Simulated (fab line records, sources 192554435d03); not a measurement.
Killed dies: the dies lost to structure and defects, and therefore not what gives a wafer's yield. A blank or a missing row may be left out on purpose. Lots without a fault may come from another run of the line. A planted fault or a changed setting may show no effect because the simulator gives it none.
Chamber matching	flow n5Finfet	N5_BEOL_M3_ETCH_77 on rieDiel-05 has 4 sister chambers
The step etches underlayer in N2/H2, target depth 6.5 nm, time 5.2 s. 24 wafers are shown with their chamber, then 12 later ones without.

WAFERS PAIRED WITH THEIR CHAMBERS
wafer	chamber	showerheadPlenumPTorr (Torr)	drypumpMotorCurrentA (A)	throttleValvePct (%)
L074.2	0	2.49	6.3	18.11
L074.3	1	2.70	5.3	17.61
L074.4	3	2.51	5.3	17.77
L075.1	0	2.49	6.3	18.11
L075.2	3	2.51	5.3	17.79
L075.5	2	2.69	5.4	17.84
L076.2	3	2.51	5.4	17.75
L076.4	1	2.70	5.3	17.58
L076.5	3	2.51	5.3	17.76
L078.1	2	2.69	5.4	17.87
L078.4	3	2.51	5.3	17.80
L078.5	1	2.70	5.3	17.60
L084.1	3	2.51	5.3	17.79
L084.3	1	2.69	5.3	17.65
L084.6	3	2.50	5.3	17.78
L082.1	1	2.69	5.4	17.63
L082.3	0	2.48	6.3	18.12
L082.5	1	2.69	5.3	17.62
L083.2	0	2.48	6.3	18.16
L083.5	3	2.50	5.3	17.82
L083.6	2	2.68	5.5	17.88
L087.1	3	2.50	5.4	17.81
L087.4	2	2.68	5.4	17.88
L087.5	2	2.68	5.4	17.86

SIGNATURES (means of the wafers above)
reading	chamber 0	chamber 1	chamber 2	chamber 3	scatter within a chamber
showerheadPlenumPTorr	2.4850	2.6950	2.6840	2.5067	0.00534
drypumpMotorCurrentA	6.300	5.317	5.420	5.322	0.0399
throttleValvePct	18.1250	17.6150	17.8660	17.7856	0.0224
Rule: for each reading, subtract the chamber's mean from the wafer's reading, divide by that reading's scatter and square the result; add these up over the readings and take the root, which gives the wafer's distance from the chamber. If the next closest chamber is less than 2 further off than the closest, the wafer can't be placed; otherwise it belongs to the closest. How the scatter is found: for the shown wafers, subtract from each reading the mean of its chamber, square and add these, divide the total by (wafers less chambers), then take the root.

WAFERS WITH NO CHAMBER GIVEN
wafer	showerheadPlenumPTorr (Torr)	drypumpMotorCurrentA (A)	throttleValvePct (%)
L089.1	2.50	5.3	17.82
L089.2	2.68	5.4	17.89
L089.4	2.69	5.4	17.66
L093.1	2.67	5.5	17.90
L093.4	2.67	5.4	17.92
L093.6	2.47	6.3	18.15
L094.1	2.68	5.3	17.64
L094.2	2.50	5.4	17.39
L094.3	2.47	6.3	18.16
L097.1	2.67	5.4	17.92
L097.3	2.68	5.3	17.70
L097.6	2.68	5.3	17.66

WHICH CHAMBER EACH WENT THROUGH
wafer	from the rows above	in truth
L089.1	3	3
L089.2	2	2
L089.4	1	1
L093.1	2	2
L093.4	2	2
L093.6	0	0
L094.1	1	1
L094.2	3	3
L094.3	0	0
L097.1	2	2
L097.3	1	1
L097.6	1	1
12 of 12 placed correctly. Left unplaced by these rows: 0. Number placed wrongly: 0.
